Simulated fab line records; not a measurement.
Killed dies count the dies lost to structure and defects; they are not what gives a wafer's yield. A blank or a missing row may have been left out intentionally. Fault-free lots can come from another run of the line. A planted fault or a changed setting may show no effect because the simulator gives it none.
Problem report, 8D (eight disciplines) form, completed by code ; flow n5Finfet ; the parts of the form that need people (team, actions taken, sign-off) are left out

== 1. WHAT WENT WRONG ==
barrierFieldEndpointS at N5_BEOL_M14_CMP_49 reads a mean of 13.09 s on 1 wafer of 1 lot; wafers without a fault read 11.24 s with a standard deviation of 0.26. That is +7.1 standard deviations from the usual mean.
The step: polishes, stops on SiO2, t overpolish 5.2 s, target thk 560 nm.
Seen first at day 14 04:13 on cmp-02, wafer L866.2. The record holds 30 wafers of 10 lots with a number at this step. Rule for "out" (also "out of limits"): further than 4 standard deviations from the usual mean. The rest of the wafers with a number are treated as sound.

== 2. WHAT IT IS, AND WHAT IT ISN'T ==
question;is;is not
which readings at this step;barrierFieldEndpointS;edgeZonePressureFrac, motorCurrentA
which lots;L866;L854, L855, L857, L858, L860, L861, L871, L873, L874
which wafers of those lots;L866.2;L866.1, L866.6
read on which tools;cmp-02;cmp-01, cmp-03
when;from day 14 04:13;"up to then (20 sound wafers); but 9 sound wafers of L871, L873, L874 came after"

== 3. WHAT RULES OUT EACH SUSPECT ==
Counting: any tool at a process step up to the reading remains a suspect provided it ran every lot that is out. Sound lots after the first of them don't rule it out here, since some wafers of a struck lot are sound.
- rieDiel-04 at N5_BEOL_M14_VIA_ETCH_16 (etches SiO2 in C4F8/O2/Ar, target depth 1231.3 nm): kept. The lot that is out, L866, ran on it at day 13 19:39; the last sound lot it ran before that was L857, at day 11 14:22.
- pvdSputter-02 at N5_BEOL_M14_SPUTTER_44 (material Ta, target thk 15 nm, time 24.19 s): kept. The lot that is out, L866, ran on it at day 14 02:48; the last sound lot it ran before that was L861, at day 12 18:50.
- pvdSputter-02 at N5_BEOL_M14_SPUTTER_45 (material Cu, target thk 100 nm, time 16.67 s): kept. The lot that is out, L866, ran on it at day 14 02:53; the last sound lot it ran before that was L861, at day 12 18:55.
- cmp-02 at N5_BEOL_M14_CMP_49 (polishes, stops on SiO2, t overpolish 5.2 s, target thk 560 nm): kept. The lot that is out, L866, ran on it at day 14 04:13; the last sound lot it ran before that was L861, at day 12 19:31. On those wafers its own readings are out: barrierFieldEndpointS.
- In rieDiel-04 at N5_BEOL_M14_VIA_ETCH_16, the wafers that are out were processed in chamber 2 and their sound lot-mates in chambers 1, 3.
- In cmp-02 at N5_BEOL_M14_CMP_49, the wafers that are out were processed in chamber 3 and their sound lot-mates in chambers 0, 1.
Left after counting: rieDiel-04 at N5_BEOL_M14_VIA_ETCH_16, pvdSputter-02 at N5_BEOL_M14_SPUTTER_44, pvdSputter-02 at N5_BEOL_M14_SPUTTER_45, cmp-02 at N5_BEOL_M14_CMP_49.

== 4. THE CAUSE (what the simulator had put in) ==
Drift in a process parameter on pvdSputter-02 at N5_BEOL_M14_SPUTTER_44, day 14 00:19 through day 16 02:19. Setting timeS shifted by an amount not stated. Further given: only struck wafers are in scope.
This tool is one of the 4 suspects left after counting.

== 5. THE EFFECT CHAIN, in route order ==
Each row: a reading whose mean over the struck wafers that have a number lies more than 3 standard deviations from the usual. Only readings whose record carries a usual standard deviation are examined. hours: median over the lots of the time between each lot's start at the first step of this table that gives one and its start at this step. sigmas: the change, counted in usual standard deviations.
hours;step;reading;usual;on struck wafers;change;sigmas
0;N5_BEOL_M14_CMP_49;barrierFieldEndpointS;11.24 s;13.09;+1.85;+7.1
Process steps it contains:
- N5_BEOL_M14_CMP_49: polishes, stops on SiO2, t overpolish 5.2 s, target thk 560 nm.

== 6. HOW IT WOULD HAVE BEEN CAUGHT EARLIER ==
4 hours passed between the start of the fault at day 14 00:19 and the first reading out of limits in this record, taken at day 14 04:13.
No tool reading at N5_BEOL_M14_SPUTTER_44 that has a usual standard deviation in the record was out on any struck wafer, so an alarm limit of 4 standard deviations on those readings would not have fired.
The start of N5_BEOL_M14_SPUTTER_44 on pvdSputter-02 came by day 14 04:13 for every one of the lots that are out (1). Tool hold at that time: it would have spared none of them.
